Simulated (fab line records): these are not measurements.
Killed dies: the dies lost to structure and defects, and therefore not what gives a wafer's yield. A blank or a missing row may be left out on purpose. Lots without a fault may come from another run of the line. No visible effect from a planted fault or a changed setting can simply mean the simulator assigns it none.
Comparing a struck lot with a sound one || flow n5Finfet || 39 steps out of a route of 1938
Sound: these wafers, L427.1, L427.3, L427.6. Struck: wafers L439.3, L439.4, L439.6. The cause is given at the end.
Per side, at each step with rows, come the tool, then ch with its chambers, and then its first start. Under that, the readings that differ: sound wafers || struck wafers || difference of the means || sigmas: that difference in standard deviations of wafers without a fault.
alike: readings with means less than 2 such deviations apart, plus words and numbers identical on both sides. not compared: withheld readings, readings lacking a value on some wafer, bounds such as >300 that could conceal the same value, and numbers that have no deviation in the record and whose values overlap.
The two part at a step that has a row with sigmas, a row that says differs or no value, or rows on one side only. When numbers do not overlap yet have no deviation, they are printed without sigmas and do not part them. A reading missing from all wafers of one side parts the sides only when that side holds two or more wafers.

first, 9 steps without rows for these wafers: N5_SDB_CMP_30 (polishes, stops on poly-Si, t overpolish 1.54 s, target thk 30 nm); N5_DUMMY_REMOVAL_HM_STRIP_01 (strips SiNx in CH3F/O2, stops on poly-Si, target depth 4 nm, time 6.8 s); N5_DUMMY_REMOVAL_STRIP_10 (strips in N2/H2, time 40 s); N5_DUMMY_REMOVAL_PRECLEAN_07 (cleans in dHF, time 30 s); N5_DUMMY_REMOVAL_DUMMY_REMOVE_02 (chemistry TMAH, target poly-Si, stops on SiO2, target depth 142 nm, time 57 s, rinse time 30 s); N5_DUMMY_REMOVAL_PRECLEAN_08 (cleans in NF3:NH3, afs cycles 2, time 20 s, sublimation time 60 s); N5_DUMMY_REMOVAL_PRECLEAN_04 (cleans in DHF, time 37 s); N5_DUMMY_REMOVAL_SRD_05 (time 30 s); N5_HKMG_FIN_IL_REGROW_00 (material SiO2, chemistry O3, target thk 0.75 nm, time 30 s).
N5_HKMG_FIN_HK_ALD_01: deposits HfO2, target thk 1.6 nm, pulse time 3 s, purge time 3 s.
  sound on aldHk-03 ch 1,2,3, day 4 06:14; struck on aldHk-03 ch 1,2,3, day 7 03:16
  no value came back on the struck wafers for aldCycles, coReactantPulseTimeS (s), precursorPulseHeightRel; on the sound wafers aldCycles reads 30 30 30
then, 26 steps without rows for these wafers: N5_HKMG_FIN_HK_ANNEAL_02 (time 30 s); N5_HKMG_FIN_ALD_74 (deposits La2O3, target thk 0.5 nm, pulse time 6 s, co reactant pulse time 1 s); N5_HKMG_FIN_ALD_75 (deposits Al2O3, target thk 1 nm, co reactant pulse time 1 s); N5_HKMG_FIN_COAT_41 (time 60 s, resist thk 300 nm); N5_HKMG_FIN_COAT_42 (time 60 s, resist thk 35 nm); N5_HKMG_FIN_COAT_43 (resist thk 90 nm); N5_HKMG_FIN_EBR_45; N5_HKMG_FIN_SOFTBAKE_44 (time 60 s); N5_HKMG_FIN_EXPOSE_46 (exposes mask NDIPOLE); N5_HKMG_FIN_PEB_47 (peb time 60 s); N5_HKMG_FIN_DEVELOP_48 (develop time 30 s); N5_HKMG_FIN_DESCUM_53 (chemistry O2, time 7.9 s); N5_HKMG_FIN_ETCH_54 (etches SiARC in CF4, target depth 45.5 nm, time 75.8 s); N5_HKMG_FIN_ETCH_55 (etches SOC in N2/H2, target depth 240 nm, time 300 s); N5_HKMG_FIN_STRIP_56 (strips in N2/H2); N5_HKMG_FIN_STRIP_57 (strips in CF4); N5_HKMG_FIN_ETCH_58 (etches SOC in N2/H2, target depth 215.8 nm, time 741 s); N5_HKMG_FIN_STRIP_93 (strips SOC in N2/H2, time 20 s); N5_HKMG_FIN_WET_ETCH_76 (etches Al2O3 in dNH4OH, stops on La2O3, target depth 2.25 nm, rinse time 30 s); N5_HKMG_FIN_STRIP_60 (strips in N2/H2, time 360 s); N5_HKMG_FIN_WET_ETCH_77 (etches La2O3 in dHCl, stops on HfO2, target depth 2 nm); N5_HKMG_FIN_WET_ETCH_78 (etches Al2O3 in dNH4OH, stops on La2O3, target depth 4.5 nm, rinse time 30 s); N5_HKMG_FIN_ALD_79 (deposits TiN, target thk 1.5 nm, pulse time 1 s, purge time 3 s); N5_HKMG_FIN_CVD_62 (deposits a-Si from Si2H6, target thk 3 nm, time 20.8 s); N5_HKMG_FIN_RTA_80 (time 2 s); N5_HKMG_FIN_PRECLEAN_64 (cleans in dHF, time 30 s).
N5_HKMG_FIN_THK_MEAS_70: measures by xrf.
  sound on filmMetro-01, day 4 10:07; struck on filmMetro-01, day 7 06:55
{"reading": "HK_THK (nm)", "sound": "1.578 1.580 1.575", "struck": "<0.001 <0.001 <0.001", "difference": "differs", "sigmas": ""}
N5_BEOL_M4_RC_MEAS_101:
  the record has rows for the sound wafers here (prober-01 ch 0, day 8 03:25) and none for the struck ones
-- the record jumps here: 9 days lie between the struck wafers' starts before and after (it left off in module BEOL_M4 and takes up again in module PASSIVATION, whose first step shown is number 1936 of the route) --
N5_PASSIVATION_PROBE_49:
  sound on prober-02, day 12 19:43; struck on prober-02, day 15 21:21
{"reading": "defectLimitedYield (%)", "sound": "91.0 92.1 91.7", "struck": "0 0 0", "difference": -92, "sigmas": -70}
{"reading": "killedAtFrontEnd", "sound": "35 42 39", "struck": "1144 1135 1097", "difference": "+1087", "sigmas": "+99"}
{"reading": "killedDies", "sound": "106 93 98", "struck": "1180 1180 1180", "difference": "+1081", "sigmas": "+72"}
{"reading": "killedOnRim", "sound": "11 7 14", "struck": "152 152 152", "difference": "+141", "sigmas": "+36"}
{"reading": "sort_bin_5_function (%)", "sound": "5.6 5.3 4.3", "struck": "97.1 96.2 97.1", "difference": "+91.7", "sigmas": "+99 or more"}
{"reading": "sortNPass", "sound": "1074 1087 1082", "struck": "0 0 0", "difference": -1081, "sigmas": -72}
{"reading": "sortYieldPct (%)", "sound": "91.0 92.1 91.7", "struck": "0 0 0", "difference": -92, "sigmas": -70}
  alike: killed_at_M0_to_M3, killed_at_M4_up, killedAtContacts, killedAtOther, killedOpen, killedShort, sort_bin_6_memory

WHERE THEY PART
First at N5_HKMG_FIN_HK_ALD_01; last, within this record, at N5_PASSIVATION_PROBE_49.

WHY: the cause the simulator had injected
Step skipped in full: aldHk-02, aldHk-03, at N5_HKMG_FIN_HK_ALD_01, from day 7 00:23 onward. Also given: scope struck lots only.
